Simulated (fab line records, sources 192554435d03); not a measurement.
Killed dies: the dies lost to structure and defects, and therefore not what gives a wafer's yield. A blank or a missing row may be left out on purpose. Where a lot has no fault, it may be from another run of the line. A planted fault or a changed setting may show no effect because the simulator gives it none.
Split-lot trial || flow n5 finfet || 21 wafers read from 7 lots, route of 1938 steps

== ON THE SPLIT ==
At N5_BEOL_M4_COAT_05 (resist thk 30 nm), the setting spin rpm was moved away from the recipe's 1500 rpm on 7 of the 21 wafers read, by -6.9% to +10.1%. This setting was run at the recipe's value on the other wafers.

== FROM THE SPLIT TO THE READING: what the file shows between them, 7 steps ==
- N5_BEOL_M4_EBR_07
- N5_BEOL_M4_SOFTBAKE_06: time 60 s
- N5_BEOL_M4_EXPOSE_08: exposes mask M4
- N5_BEOL_M4_PEB_09: peb time 60 s
- N5_BEOL_M4_DEVELOP_10: develop time 30 s
- N5_BEOL_M4_DESCUM_16: chemistry O2, time 7 s
- N5_BEOL_M4_ETCH_74: etches underlayer in N2/H2, target depth 6.5 nm, time 5.2 s

== THE READING ==
CAR-EUV_of_BEOL_M4_COAT_05.thk nm (the simulator's own value, which no gauge read), in nm, at N5_BEOL_M4_ETCH_63 (etches SiARC in CF4, target depth 15.6 nm, time 26 s). The file gives no usual value for it. Here, 14 wafers ran the recipe; their average is 11.1 nm with a standard deviation of 0.09 nm.

{"wafer": "L076.3", "tool, chamber at the split": "litho track-05, 0", "spin rpm as run, rpm": 1500, "against the recipe": "recipe", "CAR-EUV_of_BEOL_M4_COAT_05.thk nm, nm": 11, "against lot-mates on the recipe": "-"}
{"wafer": "L076.5", "tool, chamber at the split": "litho track-05, 0", "spin rpm as run, rpm": 1500, "against the recipe": "recipe", "CAR-EUV_of_BEOL_M4_COAT_05.thk nm, nm": 11, "against lot-mates on the recipe": "-"}
{"wafer": "L076.4", "tool, chamber at the split": "litho track-05, 0", "spin rpm as run, rpm": 1396, "against the recipe": "-6.9%", "CAR-EUV_of_BEOL_M4_COAT_05.thk nm, nm": 12.2, "against lot-mates on the recipe": "+1.2"}
{"wafer": "L079.1", "tool, chamber at the split": "litho track-03, 0", "spin rpm as run, rpm": 1408, "against the recipe": "-6.1%", "CAR-EUV_of_BEOL_M4_COAT_05.thk nm, nm": 12.2, "against lot-mates on the recipe": "+1.2"}
{"wafer": "L079.5", "tool, chamber at the split": "litho track-03, 0", "spin rpm as run, rpm": 1500, "against the recipe": "recipe", "CAR-EUV_of_BEOL_M4_COAT_05.thk nm, nm": 11, "against lot-mates on the recipe": "-"}
{"wafer": "L079.6", "tool, chamber at the split": "litho track-03, 0", "spin rpm as run, rpm": 1408, "against the recipe": "-6.1%", "CAR-EUV_of_BEOL_M4_COAT_05.thk nm, nm": 12, "against lot-mates on the recipe": "+1.0"}
{"wafer": "L087.4", "tool, chamber at the split": "litho track-01, 0", "spin rpm as run, rpm": 1500, "against the recipe": "recipe", "CAR-EUV_of_BEOL_M4_COAT_05.thk nm, nm": 11.2, "against lot-mates on the recipe": "-"}
{"wafer": "L087.5", "tool, chamber at the split": "litho track-01, 0", "spin rpm as run, rpm": 1500, "against the recipe": "recipe", "CAR-EUV_of_BEOL_M4_COAT_05.thk nm, nm": 11.2, "against lot-mates on the recipe": "-"}
{"wafer": "L087.6", "tool, chamber at the split": "litho track-01, 0", "spin rpm as run, rpm": 1500, "against the recipe": "recipe", "CAR-EUV_of_BEOL_M4_COAT_05.thk nm, nm": 11.2, "against lot-mates on the recipe": "-"}
{"wafer": "L086.1", "tool, chamber at the split": "litho track-05, 0", "spin rpm as run, rpm": 1651, "against the recipe": "+10.1%", "CAR-EUV_of_BEOL_M4_COAT_05.thk nm, nm": 9.4, "against lot-mates on the recipe": -1.6}
{"wafer": "L086.6", "tool, chamber at the split": "litho track-05, 0", "spin rpm as run, rpm": 1651, "against the recipe": "+10.1%", "CAR-EUV_of_BEOL_M4_COAT_05.thk nm, nm": 9.4, "against lot-mates on the recipe": -1.6}
{"wafer": "L086.4", "tool, chamber at the split": "litho track-05, 0", "spin rpm as run, rpm": 1500, "against the recipe": "recipe", "CAR-EUV_of_BEOL_M4_COAT_05.thk nm, nm": 11, "against lot-mates on the recipe": "-"}
{"wafer": "L088.1", "tool, chamber at the split": "litho track-03, 0", "spin rpm as run, rpm": 1500, "against the recipe": "recipe", "CAR-EUV_of_BEOL_M4_COAT_05.thk nm, nm": 11, "against lot-mates on the recipe": "-"}
{"wafer": "L088.5", "tool, chamber at the split": "litho track-03, 0", "spin rpm as run, rpm": 1500, "against the recipe": "recipe", "CAR-EUV_of_BEOL_M4_COAT_05.thk nm, nm": 11, "against lot-mates on the recipe": "-"}
{"wafer": "L088.6", "tool, chamber at the split": "litho track-03, 0", "spin rpm as run, rpm": 1430, "against the recipe": "-4.7%", "CAR-EUV_of_BEOL_M4_COAT_05.thk nm, nm": 11.8, "against lot-mates on the recipe": "+0.8"}
{"wafer": "L097.1", "tool, chamber at the split": "litho track-03, 0", "spin rpm as run, rpm": 1500, "against the recipe": "recipe", "CAR-EUV_of_BEOL_M4_COAT_05.thk nm, nm": 11, "against lot-mates on the recipe": "-"}
{"wafer": "L097.3", "tool, chamber at the split": "litho track-03, 0", "spin rpm as run, rpm": 1500, "against the recipe": "recipe", "CAR-EUV_of_BEOL_M4_COAT_05.thk nm, nm": 11, "against lot-mates on the recipe": "-"}
{"wafer": "L097.6", "tool, chamber at the split": "litho track-03, 0", "spin rpm as run, rpm": 1500, "against the recipe": "recipe", "CAR-EUV_of_BEOL_M4_COAT_05.thk nm, nm": 11, "against lot-mates on the recipe": "-"}
{"wafer": "L096.1", "tool, chamber at the split": "litho track-03, 0", "spin rpm as run, rpm": 1500, "against the recipe": "recipe", "CAR-EUV_of_BEOL_M4_COAT_05.thk nm, nm": 11, "against lot-mates on the recipe": "-"}
{"wafer": "L096.2", "tool, chamber at the split": "litho track-03, 0", "spin rpm as run, rpm": 1500, "against the recipe": "recipe", "CAR-EUV_of_BEOL_M4_COAT_05.thk nm, nm": 11.2, "against lot-mates on the recipe": "-"}
{"wafer": "L096.6", "tool, chamber at the split": "litho track-03, 0", "spin rpm as run, rpm": 1588, "against the recipe": "+5.9%", "CAR-EUV_of_BEOL_M4_COAT_05.thk nm, nm": 10.4, "against lot-mates on the recipe": -0.7}

FIT RESULTS
A straight line over all 21 wafers: CAR-EUV_of_BEOL_M4_COAT_05.thk nm changes by -0.161 nm for each +1% of spin rpm; r = -0.99; the points scatter about the line by 0.11 nm.
The same after taking each lot's own level away (the mean of its wafers on the recipe; 21 wafers): -0.162 nm for each +1%; r = -0.99; scatter 0.078 nm.
Per that fit: largest spin rpm move, reading shift of 1.6 nm.
From 11.00 to 11.20 nm: that is the span of the lots' own levels, equal to 2.2 times the standard deviation above.
Consequently the slope shifts little with the lot-to-lot level, the two slopes agreeing.
Check: -1.6 nm against its lot-mates is what the line predicts for one of the wafers moved furthest among these (+10.1%) when that wafer is left out of the fit. It came out at -1.6 nm against them.

== THE WHOLE CHAIN: every reading that the file lists as answering this split, in the file's order ==
{"step": "N5_BEOL_M4_COAT_05", "what it does": "resist thk 30 nm", "reading": "CAR-EUV_of_BEOL_M4_COAT_05.thk nm (the simulator's own value, which no gauge read)", "change (the file's fit)": "-0.142 nm for each +1% of the setting", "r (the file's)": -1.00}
{"step": "N5_BEOL_M4_DEVELOP_10", "what it does": "develop time 30 s", "reading": "CAR-EUV_of_BEOL_M4_COAT_05.thk nm (the simulator's own value, which no gauge read)", "change (the file's fit)": "-0.151 nm for each +1% of the setting", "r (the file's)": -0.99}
{"step": "N5_BEOL_M4_ETCH_63", "what it does": "etches SiARC in CF4, target depth 15.6 nm, time 26 s", "reading": "CAR-EUV_of_BEOL_M4_COAT_05.thk nm (the simulator's own value, which no gauge read)", "change (the file's fit)": "-0.16 nm for each +1% of the setting", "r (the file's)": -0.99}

== FILE'S OWN FIT ==
CAR-EUV_of_BEOL_M4_COAT_05.thk nm changes by -0.16 nm for each +1% of spin rpm, r = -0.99.
